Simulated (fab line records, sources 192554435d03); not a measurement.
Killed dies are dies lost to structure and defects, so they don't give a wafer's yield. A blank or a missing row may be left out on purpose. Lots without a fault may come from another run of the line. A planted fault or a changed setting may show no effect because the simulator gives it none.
Which tool did it? | flow n5_finfet | 9 lots, 27 wafers sampled, at 3 steps of a route of 1938

WHAT THE GAUGES READ, wafer by wafer
N5_BEOL_M0_SAQP_CD_MEAS_14: target cd 42.5 nm.
lot  | measured     | on        | cd_nm (nm)
L769 | day 5 14:34  | cd_sem-03 | 42.6 42.2 42.8
L772 | day 6 22:33  | cd_sem-02 | 42.4 42.7 42.0
L773 | day 7 01:53  | cd_sem-02 | 42.6 43.2 42.9
L777 | day 7 13:37  | cd_sem-03 | 42.7 42.6 42.3
L778 | day 7 19:55  | cd_sem-01 | 46.7 43.0 42.4
L779 | day 8 04:53  | cd_sem-03 | 42.7 46.9 42.8
L788 | day 10 10:34 | cd_sem-01 | 42.3 42.7 42.6
L790 | day 10 19:55 | cd_sem-03 | 42.5 42.1 42.5
L792 | day 11 05:00 | cd_sem-03 | 42.8 42.7 42.4

WHICH TOOL RAN EACH LOT (tool, then ch and the chambers of the sampled wafers, then the start)
lot  | N5_MOL_CONTACT_COAG_STRIP_72       | N5_BEOL_M0_SAQP_PEB_12
L769 | rie_diel-02 ch 0,1,2, day 5 05:14  | litho_track-02 ch 0, day 5 14:31
L772 | rie_diel-03 ch 0,3, day 6 15:56    | litho_track-03 ch 0, day 6 22:29
L773 | rie_diel-02 ch 1,2,3, day 6 17:28  | litho_track-02 ch 0, day 7 01:49
L777 | rie_diel-03 ch 0,1,3, day 7 07:54  | litho_track-02 ch 0, day 7 13:33
L778 | rie_diel-03 ch 0,3, day 7 13:24    | litho_track-02 ch 0, day 7 19:51
L779 | rie_diel-03 ch 0,2, day 7 19:53    | litho_track-02 ch 0, day 8 04:49
L788 | rie_diel-04 ch 2,3, day 10 03:35   | litho_track-05 ch 0, day 10 10:29
L790 | rie_diel-02 ch 0,1,2, day 10 11:37 | litho_track-05 ch 0, day 10 19:51
L792 | rie_diel-02 ch 2,3, day 10 22:51   | litho_track-03 ch 0, day 11 04:56
- N5_MOL_CONTACT_COAG_STRIP_72: strips in N2/H2.
- N5_BEOL_M0_SAQP_PEB_12: peb time 60 s.

THE ANSWER, worked out from the rows above alone
Rule: what is usual is taken from the lots themselves. Put in order of their means at a reading, lots are off if they are a third of the lots or fewer, leave a main group of 4 or more, and stand apart from it by a gap of 3 or more times the standard deviation of the main group's means; of several such gaps the widest counts. A main group whose means are all the same, to the digits that the tables above print for the reading, isn't used. A lot without any number at a reading at which 4 lots or more have one is off too. The other lots that the step has rows for count as sound.
Off: L778, L779, at N5_BEOL_M0_SAQP_CD_MEAS_14 (cd_nm). The main group: mean 42.6 nm, standard deviation 0.17.
A tool fits if, at a process step before that reading, it ran every lot that is off, and no sound lot after the first of them. The gauges at N5_BEOL_M0_SAQP_CD_MEAS_14 are tried like those tools. Can't be told from this: 2 tools fit, rie_diel-03 at N5_MOL_CONTACT_COAG_STRIP_72, litho_track-02 at N5_BEOL_M0_SAQP_PEB_12.

WHAT THE SIMULATOR HAD PUT IN
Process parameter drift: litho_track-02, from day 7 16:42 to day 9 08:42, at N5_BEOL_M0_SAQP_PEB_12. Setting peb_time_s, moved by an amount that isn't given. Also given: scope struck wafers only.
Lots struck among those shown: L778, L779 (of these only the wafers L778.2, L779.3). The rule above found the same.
